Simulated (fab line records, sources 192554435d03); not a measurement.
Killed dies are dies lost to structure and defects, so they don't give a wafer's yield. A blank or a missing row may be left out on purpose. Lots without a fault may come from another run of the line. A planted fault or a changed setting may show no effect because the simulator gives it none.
A struck lot beside a sound one | flow n5_finfet | 38 steps out of a route of 1938
Sound: wafers L885.2, L885.3, L885.4. Struck: wafers L891.2, L891.4, L891.5. The cause comes at the end.
At each step with rows: each side's tool, then ch and its chambers, then its first start. Under that, the readings that differ: sound wafers | struck wafers | difference of the means | sigmas: that difference in standard deviations of wafers without a fault.
alike: readings whose means differ by less than 2 such deviations, and words and numbers that are the same on both sides. not compared: withheld readings, readings that some wafer has no value for, bounds like >300 that may hide the same value, and numbers for which the record gives no deviation and whose values overlap.
The two part at a step that has a row with sigmas, a row that says differs or no value, or rows on one side only. Numbers that don't overlap but have no deviation are shown without sigmas and don't part them. A reading that every wafer of one side lacks parts them only if that side has two wafers or more.

first, 9 steps without rows for these wafers: N5_BEOL_M4_ANNEAL_95 (time 240 s); N5_BEOL_M4_SPUTTER_96 (material Cu, target thk 4.5 nm, time 8.29 s); N5_BEOL_M4_ECD_50 (material Cu, target thk 300 nm); N5_BEOL_M4_ANNEAL_51 (time 90 s); N5_BEOL_M4_CMP_52 (polishes, stops on SiOC, t overpolish 6.8 s, target thk 40 nm); N5_BEOL_M4_PRE_CLEAN_60 (time 15 s); N5_BEOL_M4_CO_CAP_55 (material Co, precursor CCTBA/H2, target thk 2 nm, time 102.1 s); N5_BEOL_M4_PRE_CLEAN_56 (time 15 s); N5_BEOL_M4_DEP_57 (deposits SiCN from 3MS/NH3, target thk 8 nm, time 14 s).
N5_BEOL_M4_RC_MEAS_101:
  sound on prober-02 ch 0, day 9 21:12; struck on prober-02 ch 0, day 9 19:25
  alike: DIBL_N, DIBL_P, IOFF_N, IOFF_P, ION_N, ION_P, SS_N, SS_P, VT_N, VT_P
then, 24 steps without rows for these wafers: N5_BEOL_M5_ILD_DEP_00 (deposits SiCOH lowk from DEMS/porogen, target thk 140.64 nm, time 25.9 s); N5_BEOL_M5_CURE_79 (cures SiCOH lowk, time 240 s); N5_BEOL_M5_PECVD_70 (deposits SiO2 from TEOS/O2, target thk 16 nm, time 18 s); N5_BEOL_M5_HM_DEP_02 (deposits TiN, target thk 20 nm); N5_BEOL_M5_COAT_59 (time 60 s, resist thk 60 nm); N5_BEOL_M5_COAT_60 (time 60 s, resist thk 12 nm); N5_BEOL_M5_COAT_71 (time 60 s, resist thk 5 nm); N5_BEOL_M5_COAT_05 (resist thk 30 nm); N5_BEOL_M5_EBR_07; N5_BEOL_M5_SOFTBAKE_06 (time 60 s); N5_BEOL_M5_EXPOSE_08 (exposes mask M5, target cd 28 nm); N5_BEOL_M5_PEB_09 (peb time 60 s); N5_BEOL_M5_DEVELOP_10 (develop time 30 s); N5_BEOL_M5_DESCUM_16 (chemistry O2, time 7 s); N5_BEOL_M5_ETCH_72 (etches underlayer in N2/H2, target depth 6.5 nm, time 5.2 s); N5_BEOL_M5_ETCH_61 (etches SiARC in CF4, target depth 15.6 nm, time 26 s); N5_BEOL_M5_ETCH_62 (etches SOC in N2/H2, target depth 75 nm, overetch 15 nm, time 112.5 s); N5_BEOL_M5_STRIP_63 (strips in N2/H2); N5_BEOL_M5_STRIP_73 (strips in N2/H2); N5_BEOL_M5_STRIP_64 (strips in CF4); N5_BEOL_M5_HM_OPEN_17 (chemistry Cl2/BCl3, target TiN, target depth 20 nm, overetch 6 nm); N5_BEOL_M5_STRIP_19 (strips in O2); N5_BEOL_M5_COAT_65 (time 60 s, resist thk 60 nm); N5_BEOL_M5_COAT_66 (time 60 s, resist thk 12 nm).
-- the record jumps here: 3 days lie between the struck wafers' starts before and after (it left off in module BEOL_M5 and takes up again in module BEOL_M13, whose first step shown is number 1696 of the route) --
N5_BEOL_M13_TRENCH_ETCH_34: etches SiOC in C4F8/O2/Ar, target depth 413.47 nm, time 162.6 s.
  sound on rie_diel-02 ch 0,1,2, day 13 13:07; struck on rie_diel-02 ch 0,2, day 13 04:44
  no value came back on the struck wafers for any of 9 readings (C4F8_flow_sccm (sccm), O2_flow_sccm (sccm) and others); on the sound wafers C4F8_flow_sccm (sccm) reads 15.05 15.01 15.06
  reading                                     | sound | struck   | difference | sigmas
  model.SiARC_of_BEOL_M13_COAT_66.thk_nm (nm) | 0 0 0 | 75 77 77 | +76        |
N5_BEOL_M13_OCD_MEAS_35:
  sound on ocd-02, day 13 13:17; struck on ocd-01, day 13 04:55
  reading              | sound       | struck | difference | sigmas
  trench_depth_nm (nm) | 404 408 427 | 0 0 0  | -413       | -56
N5_BEOL_M13_CMP_49: polishes, stops on SiOC, t overpolish 17.1 s, target thk 420 nm.
  sound on cmp-03 ch 0,1,2, day 13 14:59; struck on cmp-02 ch 0,2,3, day 13 13:43
  reading                                 | sound             | struck  | difference | sigmas
  model.Cu_of_BEOL_M13_ECD_47.thk_nm (nm) | 410.6 414.2 433.4 | 2 1.4 0 | -418       |
  alike: barrier_field_endpoint_s, motor_current_A, overpolish_run_s, retaining_ring_pressure_frac
N5_PASSIVATION_PROBE_49:
  sound on prober-01, day 14 19:49; struck on prober-02, day 14 15:57
  reading                  | sound          | struck         | difference | sigmas
  defect_limited_yield (%) | 89.2 91.7 92.3 | 0 0 0          | -91        | -61
  killed_at_M4_up          | 18 16 21       | 1107 1109 1125 | +1095      | +99 or more
  killed_at_front_end      | 74 30 33       | 34 21 19       | -21        | -2
  killed_dies              | 128 98 91      | 1180 1180 1180 | +1074      | +60
  killed_on_rim            | 17 16 13       | 152 152 152    | +137       | +38
  sort_bin_5_function (%)  | 6.5 4.8 4.9    | 96.9 97.5 97.7 | +92.0      | +99 or more
  sort_n_pass              | 1052 1082 1089 | 0 0 0          | -1074      | -60
  sort_yield_pct (%)       | 89.2 91.7 92.3 | 0 0 0          | -91        | -61
  alike: killed_at_M0_to_M3, killed_at_contacts, killed_at_other, killed_open, killed_short, sort_bin_6_memory

WHERE THEY PART
First at N5_BEOL_M13_TRENCH_ETCH_34; last, within this record, at N5_PASSIVATION_PROBE_49.

WHY: what the simulator had put in
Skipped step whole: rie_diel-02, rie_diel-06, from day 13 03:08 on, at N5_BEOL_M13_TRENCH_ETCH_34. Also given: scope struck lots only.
